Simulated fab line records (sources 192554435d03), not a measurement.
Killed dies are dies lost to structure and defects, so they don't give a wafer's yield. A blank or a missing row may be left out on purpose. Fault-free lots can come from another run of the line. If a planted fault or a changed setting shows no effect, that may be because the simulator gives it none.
Chamber matching | flow n5Finfet | uvCure-02 running N5_BEOL_M10_CURE_71: 3 sister chambers
The step cures SiCOH lowk, time 240 s. 6 wafers are shown with their chamber, then 12 later ones without.

## WAFERS, EACH WITH ITS CHAMBER
wafer  | chamber | wafer_temp_C_max | lampPowerPct (%)
L077.5 | 1       | 386.9            | 52.34
L077.6 | 1       | 386.8            | 52.34
L085.4 | 2       | 386.9            | 52.30
L085.5 | 2       | 386.6            | 52.39
L088.3 | 0       | 386.6            | 52.27
L088.5 | 0       | 386.3            | 52.31

## WAFERS MISSING THEIR CHAMBER
wafer  | wafer_temp_C_max | lampPowerPct (%)
L091.1 | 386.3            | 52.31
L091.3 | 386.8            | 52.38
L091.5 | 386.6            | 52.31
L091.2 | 386.4            | 52.27
L091.4 | 386.3            | 52.35
L091.6 | 386.8            | 52.32
L092.4 | 387.0            | 52.26
L092.5 | 386.4            | 52.34
L092.6 | 386.9            | 52.44
L095.2 | 386.6            | 52.29
L095.3 | 386.5            | 52.27
L095.4 | 386.1            | 52.31

## THE CHAMBER EACH PASSED THROUGH
wafer  | from the rows above          | in truth
L091.1 | can't be placed: 0 or 2      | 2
L091.3 | can't be placed: 2 or 1      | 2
L091.5 | can't be placed: 0 or 2 or 1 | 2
L091.2 | 0                            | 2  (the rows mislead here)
L091.4 | can't be placed: 0 or 2 or 1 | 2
L091.6 | can't be placed: 1 or 2 or 0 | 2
L092.4 | can't be placed: 1 or 2 or 0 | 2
L092.5 | can't be placed: 0 or 2 or 1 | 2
L092.6 | can't be placed: 1 or 2      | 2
L095.2 | can't be placed: 0 or 2 or 1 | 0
L095.3 | can't be placed: 0 or 2      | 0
L095.4 | can't be placed: 0 or 2      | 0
0 of 12 placed correctly. Cannot be placed on the basis of these rows: 11; the candidates contain the true chamber in 11. Placed wrongly: 1.
How it was worked out, from the rows above alone: a wafer's distance from a chamber is the root of the sum, over the readings, of the square of ((its reading less the chamber's mean) divided by the reading's scatter). The wafer belongs to the nearest chamber; if the next one is less than 2 further off, it can't be placed. For every chamber, the mean is computed from those of its wafers that are shown. The scatter: the root of (the sum of the squares of (reading less its chamber's mean) over the shown wafers, divided by (wafers less chambers)).
